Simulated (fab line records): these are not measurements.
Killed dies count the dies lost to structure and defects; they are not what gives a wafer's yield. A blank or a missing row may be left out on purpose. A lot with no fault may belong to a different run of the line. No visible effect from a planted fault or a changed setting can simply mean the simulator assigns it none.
What tool caused it?    flow n5-finfet    10 lots with 28 wafers sampled at 6 steps, on a route of 1938 steps

WHAT EACH GAUGE READ, for each wafer
N5_BEOL_M3_INSPECT_59: inspects for defects (darkfield).
lot   measured      on                 raw-defect-count
L655  day 7 09:34   defect-inspect-01  103 55 94
L656  day 8 06:17   defect-inspect-01  55 102 54
L657  day 8 17:23   defect-inspect-01  67 63 66
L661  day 9 03:26   defect-inspect-02  46 55 124
L666  day 10 05:01  defect-inspect-01  60 46
L667  day 11 01:25  defect-inspect-02  57 61 79
L670  day 11 09:25  defect-inspect-02  52 341 107
L671  day 11 22:28  defect-inspect-02  47 338 121
L676  day 13 10:16  defect-inspect-02  59 48 48
L677  day 13 04:46  defect-inspect-01  97 92

N5_BEOL_M4_RC_MEAS_101.
lot   measured      on         DIBL_N (mV/V)   DIBL_P (mV/V)   IOFF_N (nA/um)     IOFF_P (nA/um)  ION_N (uA/um)  ION_P (uA/um)  SS_N (mV/dec)   SS_P (mV/dec)   VT_N (mV)    VT_P (mV)
L655  day 8 07:52   prober-02  36.7 37.2 35.3  36.3 36.8 34.4  0.153 0.171 0.142  0.21 0.23 0.18  667 673 666    459 459 461    71.6 71.7 71.2  72.7 73.6 72.6  251 250 252  -252 -249 -251
L656  day 8 17:17   prober-01  37.9 37.5 35.9  38.4 37.2 36.3  0.208 0.182 0.166  0.24 0.23 0.22  696 671 688    472 461 474    72.1 71.8 70.9  73.4 73.3 73.4  245 247 247  -247 -248 -249
L657  day 9 02:08   prober-02  34.0 36.0 33.7  33.8 37.2 33.5  0.141 0.186 0.142  0.19 0.26 0.19  683 685 678    462 468 465    71.2 71.9 70.4  72.1 73.3 72.3  250 245 249  -250 -246 -250
L661  day 10 00:43  prober-01  36.2 37.4 35.3  37.5 38.2 36.8  0.178 0.200 0.169  0.24 0.24 0.22  685 684 686    470 469 475    71.6 71.5 70.8  72.9 73.6 72.9  246 245 247  -247 -246 -250
L666  day 10 18:20  prober-02  34.3 36.0       32.8 35.0       0.128 0.170        0.16 0.20       664 689        452 464        70.4 71.7       73.3 73.6       251 246      -253 -251
L667  day 11 12:53  prober-01  35.4 34.8 34.9  35.9 35.0 34.9  0.176 0.153 0.155  0.23 0.21 0.21  693 682 678    478 471 470    71.7 70.9 70.7  73.7 73.1 73.3  246 249 248  -247 -248 -250
L670  day 11 20:23  prober-02  37.2 37.9 36.4  36.8 38.4 36.6  0.162 0.173 0.152  0.21 0.23 0.21  670 679 672    459 462 456    71.5 71.5 72.0  73.0 73.5 72.5  253 250 251  -248 -249 -250
L671  day 12 13:44  prober-01  36.7 37.4 37.1  36.3 37.0 36.7  0.157 0.171 0.169  0.21 0.23 0.23  682 683 677    472 469 467    72.4 72.5 71.9  72.9 73.6 73.5  248 248 246  -248 -247 -247
L676  day 14 00:05  prober-02  31.0 36.2 37.6  29.9 35.2 38.5  0.093 0.162 0.201  0.14 0.20 0.26  657 678 679    459 460 464    69.6 71.8 71.5  71.6 73.4 73.3  255 248 249  -254 -250 -248
L677  day 14 00:10  prober-01  36.4 37.0       38.0 39.4       0.163 0.172        0.20 0.22       666 676        459 464        71.1 71.1       73.1 73.1       246 249      -252 -251

WHAT TOOL EACH LOT RAN ON (gives the tool, then ch and the chambers of the sampled wafers, and finally the start)
lot   N5_BEOL_M3_SPUTTER_79         N5_BEOL_M3_SPUTTER_86         N5_BEOL_M3_ANNEAL_89          N5_BEOL_M3_DEP_57
L655  pvd-sputter-02, day 7 05:49   pvd-sputter-02, day 7 06:16   pvd-sputter-02, day 7 06:34   pecvd-04 ch 0,1,2, day 7 09:29
L656  pvd-sputter-01, day 7 18:13   pvd-sputter-01, day 7 18:39   pvd-sputter-01, day 7 18:57   pecvd-03 ch 0,1,2, day 8 06:11
L657  pvd-sputter-01, day 8 11:52   pvd-sputter-01, day 8 12:18   pvd-sputter-01, day 8 12:36   pecvd-03 ch 1,2, day 8 17:17
L661  pvd-sputter-02, day 9 00:49   pvd-sputter-02, day 9 01:16   pvd-sputter-02, day 9 01:34   pecvd-03 ch 0,1,2, day 9 03:20
L666  pvd-sputter-01, day 10 02:26  pvd-sputter-01, day 10 02:52  pvd-sputter-01, day 10 03:12  pecvd-02 ch 0,2, day 10 04:56
L667  pvd-sputter-02, day 10 22:43  pvd-sputter-02, day 10 23:10  pvd-sputter-02, day 10 23:28  pecvd-02 ch 1,2, day 11 01:19
L670  pvd-sputter-03, day 11 06:46  pvd-sputter-03, day 11 07:12  pvd-sputter-03, day 11 07:30  pecvd-02 ch 0,2, day 11 09:20
L671  pvd-sputter-02, day 11 19:51  pvd-sputter-02, day 11 20:17  pvd-sputter-02, day 11 20:35  pecvd-02 ch 0,1,2, day 11 22:23
L676  pvd-sputter-03, day 12 22:48  pvd-sputter-03, day 12 23:14  pvd-sputter-03, day 12 23:32  pecvd-04 ch 0,1, day 13 10:10
L677  pvd-sputter-02, day 13 02:05  pvd-sputter-02, day 13 02:32  pvd-sputter-02, day 13 02:52  pecvd-03 ch 0,2, day 13 04:41
- N5_BEOL_M3_SPUTTER_79: material Cu, target thk 4.5 nm, time 8.29 s.
- N5_BEOL_M3_SPUTTER_86: material Cu, target thk 4.5 nm, time 8.29 s.
- N5_BEOL_M3_ANNEAL_89: time 240 s.
- N5_BEOL_M3_DEP_57: deposits SiCN from 3MS/NH3, target thk 8 nm, time 14 s.

WHAT THE TOOLS THEMSELVES READ (means of the sampled wafers that have a number; where no wafer has one, the mark that the record gives instead)
N5_BEOL_M3_SPUTTER_79.
lot   tool            substrate-temp-c (C)  throttle-valve-pct (%)
L655  pvd-sputter-02  -19.93                29.6
L656  pvd-sputter-01  -20.01                29.8
L657  pvd-sputter-01  -20.08                31.2
L661  pvd-sputter-02  -20.00                30.3
L666  pvd-sputter-01  -20.08                29.1
L667  pvd-sputter-02  -19.95                30.1
L670  pvd-sputter-03  -19.94                29.7
L671  pvd-sputter-02  -19.90                30.1
L676  pvd-sputter-03  -19.88                28.7
L677  pvd-sputter-02  -20.07                30.6

N5_BEOL_M3_SPUTTER_86.
lot   tool            substrate-temp-c (C)  throttle-valve-pct (%)
L655  pvd-sputter-02  -20.03                29.5
L656  pvd-sputter-01  -19.93                29.6
L657  pvd-sputter-01  -19.99                31.1
L661  pvd-sputter-02  -19.95                30.5
L666  pvd-sputter-01  -20.04                29.2
L667  pvd-sputter-02  -19.90                30.1
L670  pvd-sputter-03  -20.05                29.6
L671  pvd-sputter-02  -20.00                29.8
L676  pvd-sputter-03  -20.06                28.7
L677  pvd-sputter-02  -20.05                30.6

N5_BEOL_M3_ANNEAL_89.
lot   tool            heater-power-w (W)
L655  pvd-sputter-02  847
L656  pvd-sputter-01  767
L657  pvd-sputter-01  858
L661  pvd-sputter-02  729
L666  pvd-sputter-01  777
L667  pvd-sputter-02  760
L670  pvd-sputter-03  797
L671  pvd-sputter-02  857
L676  pvd-sputter-03  824
L677  pvd-sputter-02  758

N5_BEOL_M3_DEP_57.
lot   tool      showerhead-plenum-p-Torr (Torr)  showerhead-vpp-V (V)  throttle-valve-pct (%)
L655  pecvd-04  3.657                            879                   8.9
L656  pecvd-03  3.659                            855                   9.3
L657  pecvd-03  3.659                            904                   8.8
L661  pecvd-03  3.666                            861                   8.9
L666  pecvd-02  3.662                            882                   9.1
L667  pecvd-02  3.661                            842                   8.5
L670  pecvd-02  3.671                            887                   9.2
L671  pecvd-02  3.665                            873                   8.8
L676  pecvd-04  3.655                            875                   9.2
L677  pecvd-03  3.665                            822                   8.9

THE ANSWER, worked out from the rows above alone
Rule: the lots themselves supply what counts as usual. Put in order of their means at a reading, lots are off if they are a third of the lots or fewer, leave a main group of 4 or more, and stand apart from it by a gap of 3 or more times the standard deviation of the main group's means; of several such gaps the widest counts. If all means in a main group match to the digits the tables above print for the reading, that group is not used. A lot without any number at a reading at which 4 lots or more have one is off too. Where the step has rows for the other lots, those lots are counted as sound. First the gauges in route order, then the tools' own readings, where a lot's mean is used as printed above. The first step at which some lot is off is used, and at that step the reading that is off furthest; a lot without a number counts as furthest.
Off, at N5_BEOL_M3_INSPECT_59 on raw-defect-count: L670, L671. Main group: mean 70, sd 14.
If a tool, at a process step before that reading, ran all the lots that are off and no sound lot after the first of them, it fits. Gauges at N5_BEOL_M3_INSPECT_59: tried the same way as those tools. One candidate fits, namely pecvd-02 at N5_BEOL_M3_DEP_57. Its last sound lot is L667 (day 11 01:19), its first lot that is off L670 (day 11 09:20): a fault that began between those two fits.

WHAT THE SIMULATOR HAD PUT IN
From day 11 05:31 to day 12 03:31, pecvd-02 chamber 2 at N5_BEOL_M3_DEP_57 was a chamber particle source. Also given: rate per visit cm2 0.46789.
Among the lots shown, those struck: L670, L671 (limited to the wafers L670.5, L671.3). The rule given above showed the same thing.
